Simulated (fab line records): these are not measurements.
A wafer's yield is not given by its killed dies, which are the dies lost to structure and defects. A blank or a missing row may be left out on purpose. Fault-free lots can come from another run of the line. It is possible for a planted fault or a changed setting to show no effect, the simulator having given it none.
Chamber matching -- flow n5-finfet -- N5_BEOL_M4_ETCH_64 on rie-diel-01 has 4 sister chambers
The step etches SOC in N2/H2, target depth 75 nm, overetch 22.5 nm, time 121.9 s. 14 wafers are shown with their chamber, then 6 later ones without.

== EACH WAFER AND ITS CHAMBER ==
wafer,chamber,drypump-motor-current-A (A),showerhead-plenum-p-Torr (Torr),throttle-valve-pct (%)
L899.2,3,6.4,2.53,17.62
L899.5,2,5.6,2.54,17.73
L899.6,1,5.9,2.49,18.12
L901.1,3,6.4,2.52,17.60
L901.4,3,6.4,2.52,17.61
L901.6,0,6.2,2.71,18.01
L915.3,0,6.2,2.69,18.08
L915.5,2,5.5,2.52,17.80
L915.6,1,6.0,2.48,17.77
L916.3,1,6.0,2.48,17.78
L916.6,0,6.2,2.69,18.05
L917.1,0,6.2,2.69,18.08
L917.3,2,5.5,2.52,17.80
L917.4,1,6.0,2.48,17.77

SIGNATURES (averages over the wafers above)
reading,chamber 0,chamber 1,chamber 2,chamber 3,scatter within a chamber
drypump-motor-current-A,6.200,5.975,5.533,6.400,0.0376
showerhead-plenum-p-Torr,2.6950,2.4825,2.5267,2.5233,0.00842
throttle-valve-pct,18.0550,17.8600,17.7767,17.6100,0.0985
Rule: for a wafer and a chamber, the distance is found by dividing, reading by reading, the gap between the wafer's reading and the chamber's mean by the reading's scatter, squaring, summing and taking the root. The wafer belongs to the nearest chamber; if the next one is less than 2 further off, it can't be placed. The scatter: the root of (the sum of the squares of (reading less its chamber's mean) over the shown wafers, divided by (wafers less chambers)).

== WAFERS WITH NO CHAMBER GIVEN ==
wafer,drypump-motor-current-A (A),showerhead-plenum-p-Torr (Torr),throttle-valve-pct (%)
L918.1,5.5,2.52,17.80
L918.3,6.2,2.69,18.10
L918.6,6.4,2.51,17.68
L919.1,5.9,2.47,17.78
L919.5,6.2,2.69,18.10
L919.6,6.5,2.50,17.69

== CHAMBER TAKEN BY EACH ==
wafer,from the rows above,in truth
L918.1,2,2
L918.3,0,0
L918.6,3,3
L919.1,1,1
L919.5,0,0
L919.6,3,3
Placed correctly: 6 of 6. Number that these rows cannot place: 0. Number placed wrongly: 0.
